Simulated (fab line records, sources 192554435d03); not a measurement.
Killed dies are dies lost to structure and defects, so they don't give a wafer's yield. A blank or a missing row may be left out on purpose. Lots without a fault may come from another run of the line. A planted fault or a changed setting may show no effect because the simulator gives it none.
Chamber matching | flow n5_finfet | N5_GATE_CUT_CMP_43 on cmp-03: 4 sister chambers
The step polishes SiO2. 4 wafers are shown with their chamber, then 9 later ones without.

WAFERS WITH THEIR CHAMBER
wafer  | chamber | motor_current_A (A)
L086.6 | 1       | 13.8
L088.1 | 0       | 11.8
L088.5 | 3       | 10.4
L088.6 | 2       | 13.7

WAFERS WITHOUT THEIR CHAMBER
wafer  | motor_current_A (A)
L089.1 | 13.8
L089.2 | 11.8
L089.6 | 11.2
L090.1 | 11.2
L090.4 | 13.5
L090.5 | 13.0
L094.2 | 11.5
L094.3 | 13.3
L094.4 | 12.2

WHICH CHAMBER EACH WENT THROUGH
wafer  | from the rows above          | in truth
L089.1 | can't be placed: 1 or 2      | 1
L089.2 | 0                            | 0
L089.6 | can't be placed: 0 or 3      | 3
L090.1 | can't be placed: 0 or 3      | 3
L090.4 | can't be placed: 2 or 1      | 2
L090.5 | can't be placed: 2 or 1 or 0 | 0
L094.2 | can't be placed: 0 or 3      | 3
L094.3 | can't be placed: 2 or 1      | 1
L094.4 | 0                            | 0
Placed correctly: 2 of 9. Can't be placed from these rows: 7 (the true chamber is among the candidates in 7). Placed wrongly: 0.
How it was worked out, from the rows above alone: a wafer's distance from a chamber is the root of the sum, over the readings, of the square of ((its reading less the chamber's mean) divided by the reading's scatter). The wafer belongs to the nearest chamber; if the next one is less than 2 further off, it can't be placed. A chamber's mean is the mean of its shown wafers. The scatter: with one shown wafer a chamber, the root of the mean of the squares of how far each hidden wafer lies from its nearest shown one.
